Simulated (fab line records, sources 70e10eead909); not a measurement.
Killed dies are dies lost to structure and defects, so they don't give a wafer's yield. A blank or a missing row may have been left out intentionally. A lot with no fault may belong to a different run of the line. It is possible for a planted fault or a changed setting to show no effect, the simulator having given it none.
What tool caused it? :: flow nand_harc :: at 1 step of a route of 1302, 12 lots with 36 wafers sampled

== WHAT EACH GAUGE READ, for each wafer ==
NHARC_P_CONTACT_CD_MEAS_19.
lot: L075
measured: day 6 10:55
on: cd_sem-02
cd_nm (nm): 88.7 87.2 85.9

lot: L077
measured: day 7 06:58
on: cd_sem-01
cd_nm (nm): 88.4 87.4 86.7

lot: L079
measured: day 7 22:21
on: cd_sem-03
cd_nm (nm): 87.2 88.3 85.9

lot: L081
measured: day 8 19:34
on: cd_sem-01
cd_nm (nm): 90.3 92.3 90.4

lot: L083
measured: day 9 20:38
on: cd_sem-02
cd_nm (nm): 85.6 89.7 87.1

lot: L085
measured: day 10 09:41
on: cd_sem-03
cd_nm (nm): 93.7 91.0 91.3

lot: L087
measured: day 11 04:00
on: cd_sem-01
cd_nm (nm): 85.6 88.6 88.9

lot: L089
measured: day 12 02:04
on: cd_sem-02
cd_nm (nm): 87.9 90.7 91.9

lot: L091
measured: day 13 04:20
on: cd_sem-03
cd_nm (nm): 89.0 89.7 89.4

lot: L093
measured: day 13 19:22
on: cd_sem-03
cd_nm (nm): 91.1 91.1 91.4

lot: L095
measured: day 14 14:46
on: cd_sem-03
cd_nm (nm): 90.2 90.8 90.4

lot: L097
measured: day 15 13:46
on: cd_sem-01
cd_nm (nm): 89.0 92.1 90.2

== TOOL THAT RAN EACH LOT (tool first, then ch and the chambers of the sampled wafers, then the start) ==
The record holds no process step before these readings.

== THE ANSWER, worked out from the rows above alone ==
Rule: usual is defined by the lots themselves. The widest of any qualifying gaps counts: lots, ordered by their means at a reading, are off when they make up no more than a third of the lots, leave a main group of 4 or more, and stand apart from it by 3 or more times the standard deviation of that group's means. A main group whose means are all the same, to the digits that the tables above print for the reading, isn't used. Also off: a lot with no number at a reading for which 4 or more lots have one. All remaining lots with rows at the step are treated as sound.
Across all readings shown, no lot is off: no conclusion can be drawn from this.

== WHAT THE SIMULATOR HAD INSERTED ==
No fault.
